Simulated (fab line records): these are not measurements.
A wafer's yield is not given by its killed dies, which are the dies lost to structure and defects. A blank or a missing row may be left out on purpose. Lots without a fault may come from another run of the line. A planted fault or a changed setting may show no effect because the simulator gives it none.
fab line records ; flow n5_finfet ; part 2 of 2: steps 4 to 6 of 6
record: lots: 24; wafers: 72; last_day: 17
route steps=1938 shown BEOL_M11@1577 BEOL_M12@1642 BEOL_M13@1659
lots that met no fault: taken from a fault-free run of the same line
start_h: hours from the record's opening day to when the first of the lot's shown wafers began ; wait_h: hours since the lot's step before ; " identical to the entry in the row above ; L1.1+2: a single row standing in for several wafers ; - no value, or no start given ; * or withheld: withheld ; < > ~ a bound
route shown NAME@n: names a module that has steps shown in the file, with the first one's number in the route ; usual: average and standard deviation across the fault-free wafers ; same: alike in all rows ; chamber/n: place in a boat ; sites: the reading at each site ; _std_site: the standard deviation of these ; _edge_site: mean of outer sites minus mean of inner sites ; radius_mm: for every site, how far away it sits from the centre of the wafer ; mask NAME#n: copy n ; behind: tool/chamber where the wafer was last shaped ; hold: why the lot went on hold/how many hours it stayed there/how the hold came to an end ; device: whichever transistor did not switch (one of n, p or np) ; end of line: tests of these same wafers at the route's end ; for a step that has no rows: nothing shown but its recipe ; killed: the dies lost at the first sort to structure and to defects; this is not the yield of the wafer ; map: per-die view of a wafer (x killed, . not killed, _ where there is no die)
set.NAME: the run value of the setting; set.NAME@STEP: its run value at that earlier step ; model.NAME: the simulator's own value behind a step, which no gauge read
route steps across a sampled set of lots; one table per step, one row per wafer
services: when a tool's chamber went out of use (start_h, in hours from the record's first day, below 0 if earlier), for how many hours, and the reason
== steps ==
step: N5_BEOL_M12_CMP_49
recipe: stop_on: SiOC; t_overpolish_s: 20.6; down_force_psi: 1; platen_rpm: 50; clearing_platen_down_force_psi: 1.5; clearing_platen_rpm: 50; post_cmp_clean: cu_alkaline; target_thk_nm: 320; clearing_platen_pad_velocity_m_s: 0.99484; pad_velocity_m_s: 0.99484
usual: barrier_field_endpoint_s: 30.5/0.72; motor_current_A: 6.2/0.61; overpolish_run_s: 20.600/0.0091; retaining_ring_pressure_frac: 1.000/0.0048
same: t_overpolish_s: 20.6
lot.wafer;tool;chamber;start_h;wait_h;barrier_field_endpoint_s;motor_current_A;overpolish_run_s;retaining_ring_pressure_frac
L074.1;cmp-01;0;223.38;0.3;29.6;5.9;20.603;1.004
L074.4;cmp-01;1;223.38;0.3;29.3;6.2;20.604;1.004
L074.6;cmp-01;0;223.38;0.3;29.3;5.8;20.594;1.002
L075.1;cmp-03;0;234.12;0.3;30.0;6.7;20.608;0.996
L075.4;cmp-03;2;234.12;0.3;29.4;6.9;20.595;0.996
L075.2;cmp-03;3;234.12;0.3;29.2;6.0;20.622;1.001
L078.1;cmp-03;1;247.70;0.3;30.3;6.1;20.611;1.000
L078.3;cmp-03;0;247.70;0.3;30.9;6.9;20.595;0.997
L078.5;cmp-03;2;247.70;0.3;30.5;7.1;20.609;1.005
L077.4;cmp-03;0;248.75;0.1;30.5;6.8;20.593;1.003
L077.2;cmp-03;1;248.75;0.1;30.2;6.3;20.595;0.996
L077.3;cmp-03;2;248.75;0.1;30.4;7.1;20.580;1.003
L076.3;cmp-04;1;249.60;0.2;31.0;5.7;20.594;1.000
L076.1;cmp-04;0;249.60;0.2;29.8;5.6;20.595;0.994
L076.5;cmp-04;1;249.60;0.2;31.0;5.6;20.604;1.002
L079.4;cmp-01;3;253.80;0.2;29.5;7.0;20.606;1.006
L079.2;cmp-01;0;253.80;0.2;30.9;5.6;20.606;1.000
L079.1;cmp-01;1;253.80;0.2;30.1;6.1;20.602;0.997
L080.2;cmp-04;2;261.60;0.2;30.2;6.0;20.600;1.002
L080.4;cmp-04;1;261.60;0.2;31.2;6.1;20.616;1.001
L080.5;cmp-04;2;261.60;0.2;30.3;6.2;20.591;0.998
L081.1;cmp-01;1;269.39;0.4;30.7;6.2;20.584;1.004
L081.6;cmp-01;2;269.39;0.4;31.7;5.1;20.620;1.002
L081.5;cmp-01;3;269.39;0.4;29.9;7.6;20.601;1.000
L083.2;cmp-01;1;270.12;0.2;30.4;6.4;20.604;1.002
L083.4;cmp-01;3;270.12;0.2;30.2;7.4;20.580;1.006
L083.6;cmp-01;0;270.12;0.2;29.5;5.9;20.600;1.007
L082.4;cmp-03;0;277.48;0.2;31.0;6.5;20.596;1.005
L082.1;cmp-03;1;277.48;0.2;30.2;6.1;20.601;1.003
L082.6;cmp-03;0;277.48;0.2;31.3;6.9;20.624;1.002
L084.1;cmp-04;0;282.57;0.3;29.7;5.5;20.608;1.006
L084.3;cmp-04;1;282.57;0.3;31.4;5.9;20.601;0.999
L084.2;cmp-04;2;282.57;0.3;30.0;6.2;20.607;0.992
L085.3;cmp-03;2;301.14;0.2;30.5;6.6;20.601;1.000
L085.2;cmp-03;0;301.14;0.2;31.7;6.7;20.590;1.004
L085.6;cmp-03;2;301.14;0.2;30.5;6.7;20.602;1.006
L087.1;cmp-04;3;309.79;0.3;30.0;5.6;20.615;0.999
L087.2;cmp-04;0;309.79;0.3;29.8;5.8;20.602;1.001
L087.5;cmp-04;0;309.79;0.3;30.0;5.4;20.614;1.001
L088.3;cmp-03;2;315.77;0.2;30.3;6.5;20.598;1.013
L088.4;cmp-03;3;315.77;0.2;30.7;6.1;20.603;0.999
L088.6;cmp-03;2;315.77;0.2;30.8;7.2;20.604;1.006
L089.4;cmp-01;3;318.04;0.1;32.0;7.6;20.610;0.998
L089.3;cmp-01;1;318.04;0.1;31.7;5.8;20.602;0.997
L089.1;cmp-01;2;318.04;0.1;32.3;5.2;20.603;0.995
L086.4;cmp-03;2;318.91;0.1;30.1;6.7;20.604;0.992
L086.3;cmp-03;0;318.91;0.1;31.1;6.7;20.602;1.004
L086.6;cmp-03;2;318.91;0.1;30.4;7.3;20.601;0.999
L090.2;cmp-03;0;336.71;0.2;30.7;6.5;20.614;1.008
L090.6;cmp-03;3;336.71;0.2;31.2;6.2;20.600;0.993
L090.5;cmp-03;0;336.71;0.2;31.1;6.8;20.597;1.010
L091.4;cmp-03;2;346.45;0.2;30.1;7.1;20.585;1.000
L091.1;cmp-03;0;346.45;0.2;30.9;6.7;20.584;1.000
L091.5;cmp-03;1;346.45;0.2;30.2;5.8;20.597;0.995
L093.4;cmp-04;0;350.50;0.1;30.3;5.3;20.598;0.996
L093.1;cmp-04;1;350.50;0.1;30.7;5.9;20.596;1.005
L093.3;cmp-04;2;350.50;0.1;29.6;6.2;20.585;1.005
L092.1;cmp-03;0;352.57;0.3;30.9;6.6;20.601;0.996
L092.2;cmp-03;2;352.57;0.3;30.4;7.0;20.604;0.997
L092.5;cmp-03;3;352.57;0.3;30.7;5.9;20.586;1.004
L095.1;cmp-04;0;356.30;0.3;31.5;5.4;20.601;0.993
L095.3;cmp-04;1;356.30;0.3;31.3;6.2;20.608;1.009
L095.2;cmp-04;2;356.30;0.3;29.9;6.1;20.600;1.004
L094.3;cmp-03;1;358.62;0.2;30.0;6.3;20.599;0.996
L094.2;cmp-03;2;358.62;0.2;29.9;7.2;20.601;1.010
L094.6;cmp-03;3;358.62;0.2;31.0;6.0;20.607;1.002
L096.1;cmp-01;0;365.98;0.3;31.3;5.8;20.605;1.001
L096.4;cmp-01;1;365.98;0.3;30.9;6.1;20.603;0.999
L096.5;cmp-01;2;365.98;0.3;31.0;5.4;20.601;0.997
L097.2;cmp-04;2;372.40;0.3;29.2;6.2;20.585;0.994
L097.4;cmp-04;3;372.40;0.3;30.3;5.7;20.614;0.993
L097.5;cmp-04;0;372.40;0.3;29.7;5.5;20.622;0.996
step: N5_BEOL_M13_ILD_DEP_00
recipe: material: SiOC; target_thk_a: 8379.2; temp_c: 350; precursor: DEMS/O2; pressure_torr: 5; rf_w: 500; time_s: 166.4
usual: heater_power_w: 483/45; showerhead_plenum_p_Torr: 5.691/0.012; throttle_valve_pct: 12.2/1
lot.wafer;tool;chamber;start_h;wait_h;heater_power_w;showerhead_plenum_p_Torr;throttle_valve_pct
L074.1;pecvd-03;0;223.86;0.0;494;5.725;12.6
L074.4;pecvd-03;1;223.86;0.0;522;5.706;12.6
L074.6;pecvd-03;0;223.86;0.0;517;5.708;12.6
L075.1;pecvd-01;1;234.60;0.0;439;5.683;13.1
L075.2;pecvd-01;2;234.60;0.0;443;5.682;11.1
L075.4;pecvd-01;1;234.60;0.0;486;5.688;13.1
L078.1;pecvd-03;0;248.18;0.0;575;5.717;12.7
L078.3;pecvd-03;2;248.18;0.0;406;5.706;11.4
L078.5;pecvd-03;0;248.18;0.0;453;5.726;12.9
L077.2;pecvd-01;1;249.23;0.0;456;5.689;13.2
L077.3;pecvd-01;0;249.23;0.0;456;5.685;12.1
L077.4;pecvd-01;2;249.23;0.0;409;5.682;10.8
L076.1;pecvd-01;2;250.08;0.0;418;5.694;11.1
L076.3;pecvd-01;1;250.08;0.0;511;5.678;12.8
L076.5;pecvd-01;1;250.08;0.0;532;5.682;13.1
L079.1;pecvd-01;1;254.28;0.0;502;5.677;13.3
L079.2;pecvd-01;2;254.28;0.0;438;5.672;10.8
L079.4;pecvd-01;2;254.28;0.0;471;5.674;10.8
L080.2;pecvd-01;1;262.08;0.0;502;5.684;12.9
L080.4;pecvd-01;0;262.08;0.0;384;5.692;11.9
L080.5;pecvd-01;2;262.08;0.0;491;5.695;11.1
L081.1;pecvd-04;0;269.76;0.0;444;5.704;11.9
L081.5;pecvd-04;2;269.76;0.0;489;5.685;10.9
L081.6;pecvd-04;0;269.76;0.0;486;5.690;12.0
L083.2;pecvd-01;1;270.57;0.0;448;5.682;13.0
L083.4;pecvd-01;0;270.57;0.0;435;5.680;11.9
L083.6;pecvd-01;2;270.57;0.0;500;5.675;11.0
L082.1;pecvd-01;1;277.92;0.0;465;5.687;13.0
L082.4;pecvd-01;2;277.92;0.0;421;5.686;11.1
L082.6;pecvd-01;1;277.92;0.0;519;5.683;13.2
L084.1;pecvd-04;2;283.08;0.0;520;5.704;10.7
L084.2;pecvd-04;0;283.08;0.0;388;5.697;11.8
L084.3;pecvd-04;1;283.08;0.0;496;5.700;13.7
L085.2;pecvd-01;1;301.65;0.1;528;5.687;13.1
L085.3;pecvd-01;1;301.65;0.1;429;5.675;13.2
L085.6;pecvd-01;1;301.65;0.1;539;5.694;13.1
L087.1;pecvd-04;2;310.28;0.0;542;5.684;10.9
L087.2;pecvd-04;1;310.28;0.0;509;5.680;14.0
L087.5;pecvd-04;2;310.28;0.0;460;5.698;10.9
L088.3;pecvd-04;0;316.25;0.0;428;5.692;12.2
L088.4;pecvd-04;1;316.25;0.0;447;5.695;13.9
L088.6;pecvd-04;2;316.25;0.0;520;5.691;10.9
L089.1;pecvd-01;0;318.52;0.0;411;5.698;12.1
L089.3;pecvd-01;2;318.52;0.0;476;5.675;11.0
L089.4;pecvd-01;0;318.52;0.0;440;5.693;12.0
L086.3;pecvd-04;0;319.39;0.0;462;5.715;11.9
L086.4;pecvd-04;0;319.39;0.0;483;5.681;12.1
L086.6;pecvd-04;1;319.39;0.0;509;5.703;13.8
L090.2;pecvd-04;2;337.15;0.0;468;5.693;10.8
L090.5;pecvd-04;1;337.15;0.0;441;5.697;13.6
L090.6;pecvd-04;2;337.15;0.0;505;5.699;11.0
L091.1;pecvd-04;1;346.89;0.0;545;5.667;13.9
L091.4;pecvd-04;1;346.89;0.0;448;5.683;13.8
L091.5;pecvd-04;2;346.89;0.0;543;5.697;11.0
L093.1;pecvd-04;2;350.98;0.0;528;5.695;11.0
L093.3;pecvd-04;1;350.98;0.0;524;5.688;13.7
L093.4;pecvd-04;1;350.98;0.0;550;5.686;13.8
L092.1;pecvd-04;0;353.02;0.0;493;5.684;11.9
L092.2;pecvd-04;2;353.02;0.0;561;5.695;11.1
L092.5;pecvd-04;1;353.02;0.0;445;5.689;14.0
L095.1;pecvd-04;1;356.74;0.0;501;5.693;13.9
L095.2;pecvd-04;0;356.74;0.0;487;5.682;11.9
L095.3;pecvd-04;2;356.74;0.0;556;5.698;10.8
L094.2;pecvd-03;1;359.02;0.0;533;5.718;12.5
L094.3;pecvd-03;2;359.02;0.0;471;5.695;11.9
L094.6;pecvd-03;1;359.02;0.0;422;5.699;12.6
L096.1;pecvd-04;0;366.39;0.0;467;5.682;12.3
L096.4;pecvd-04;2;366.39;0.0;512;5.697;11.0
L096.5;pecvd-04;1;366.39;0.0;556;5.684;13.6
L097.2;pecvd-04;2;372.81;0.0;534;5.708;10.9
L097.4;pecvd-04;1;372.81;0.0;520;5.696;13.8
L097.5;pecvd-04;2;372.81;0.0;543;5.687;10.9
step: N5_BEOL_M13_THK_MEAS_01
recipe: reads: SiOC_of_BEOL_M13_ILD_DEP_00
usual: M13_ILD_THK: 842/10
lot.wafer;tool;chamber;start_h;wait_h;M13_ILD_THK[nm]
L074.1;film_metro-02;-;224.01;0.1;830
L074.4;film_metro-02;-;224.01;0.1;856
L074.6;film_metro-02;-;224.01;0.1;842
L075.1;film_metro-02;-;234.75;0.1;834
L075.2;film_metro-02;-;234.75;0.1;820
L075.4;film_metro-02;-;234.75;0.1;848
L078.1;film_metro-01;-;248.34;0.1;834
L078.3;film_metro-01;-;248.34;0.1;840
L078.5;film_metro-01;-;248.34;0.1;842
L077.2;film_metro-01;-;249.38;0.1;838
L077.3;film_metro-01;-;249.38;0.1;819
L077.4;film_metro-01;-;249.38;0.1;836
L076.1;film_metro-01;-;250.23;0.1;835
L076.3;film_metro-01;-;250.23;0.1;834
L076.5;film_metro-01;-;250.23;0.1;850
L079.1;film_metro-01;-;254.43;0.1;841
L079.2;film_metro-01;-;254.43;0.1;830
L079.4;film_metro-01;-;254.43;0.1;843
L080.2;film_metro-02;-;262.23;0.1;829
L080.4;film_metro-02;-;262.23;0.1;825
L080.5;film_metro-02;-;262.23;0.1;836
L081.1;film_metro-02;-;269.91;0.1;837
L081.5;film_metro-02;-;269.91;0.1;841
L081.6;film_metro-02;-;269.91;0.1;840
L083.2;film_metro-02;-;270.72;0.1;841
L083.4;film_metro-02;-;270.72;0.1;831
L083.6;film_metro-02;-;270.72;0.1;845
L082.1;film_metro-01;-;278.13;0.2;837
L082.4;film_metro-01;-;278.13;0.2;839
L082.6;film_metro-01;-;278.13;0.2;851
L084.1;film_metro-02;-;283.23;0.1;823
L084.2;film_metro-02;-;283.23;0.1;834
L084.3;film_metro-02;-;283.23;0.1;838
L085.2;film_metro-02;-;301.98;0.3;839
L085.3;film_metro-02;-;301.98;0.3;861
L085.6;film_metro-02;-;301.98;0.3;849
L087.1;film_metro-01;-;310.43;0.1;836
L087.2;film_metro-01;-;310.43;0.1;849
L087.5;film_metro-01;-;310.43;0.1;857
L088.3;film_metro-02;-;316.40;0.1;833
L088.4;film_metro-02;-;316.40;0.1;846
L088.6;film_metro-02;-;316.40;0.1;848
L089.1;film_metro-02;-;318.67;0.1;830
L089.3;film_metro-02;-;318.67;0.1;831
L089.4;film_metro-02;-;318.67;0.1;837
L086.3;film_metro-02;-;319.55;0.1;844
L086.4;film_metro-02;-;319.55;0.1;848
L086.6;film_metro-02;-;319.55;0.1;857
L090.2;film_metro-02;-;337.30;0.1;833
L090.5;film_metro-02;-;337.30;0.1;863
L090.6;film_metro-02;-;337.30;0.1;848
L091.1;film_metro-02;-;347.04;0.1;846
L091.4;film_metro-02;-;347.04;0.1;850
L091.5;film_metro-02;-;347.04;0.1;857
L093.1;film_metro-01;-;351.13;0.1;823
L093.3;film_metro-01;-;351.13;0.1;836
L093.4;film_metro-01;-;351.13;0.1;852
L092.1;film_metro-02;-;353.17;0.1;847
L092.2;film_metro-02;-;353.17;0.1;853
L092.5;film_metro-02;-;353.17;0.1;855
L095.1;film_metro-01;-;356.90;0.1;832
L095.2;film_metro-01;-;356.90;0.1;841
L095.3;film_metro-01;-;356.90;0.1;833
L094.2;film_metro-02;-;359.18;0.1;834
L094.3;film_metro-02;-;359.18;0.1;840
L094.6;film_metro-02;-;359.18;0.1;851
L096.1;film_metro-01;-;366.54;0.1;852
L096.4;film_metro-01;-;366.54;0.1;851
L096.5;film_metro-01;-;366.54;0.1;867
L097.2;film_metro-02;-;372.96;0.1;828
L097.4;film_metro-02;-;372.96;0.1;860
L097.5;film_metro-02;-;372.96;0.1;844
== services ==
tool;chamber;start_h;hours;kind
cmp-03;-;203.68;0.3;repair
rie_diel-02;2;235.45;2.4;repair
cmp-03;-;240.60;4.1;repair
rie_diel-01;3;246.14;18.9;repair
cmp-03;-;253.55;4.0;pm
rie_diel-05;-;261.73;0.6;repair
rie_diel-05;-;266.08;0.8;repair
cmp-03;-;274.21;0.6;repair
pecvd-01;0;275.08;15.7;repair
rie_diel-05;1;290.76;9.6;repair
pecvd-01;0;291.87;11.2;repair
cmp-03;-;294.05;3.7;repair
pecvd-04;-;295.33;1.2;repair
rie_diel-01;2;299.37;5.1;repair
rie_diel-01;-;311.59;0.2;repair
rie_diel-03;1;318.53;5.0;repair
rie_diel-02;2;343.93;4.8;repair
rie_diel-05;0;345.20;7.0;repair
pecvd-01;-;348.09;1.2;repair
cmp-03;-;352.81;0.8;repair
cmp-03;-;359.94;2.4;repair
rie_diel-02;2;363.16;1.3;repair
rie_diel-02;1;369.34;9.8;repair
plasma_asher-02;-;371.17;0.6;repair
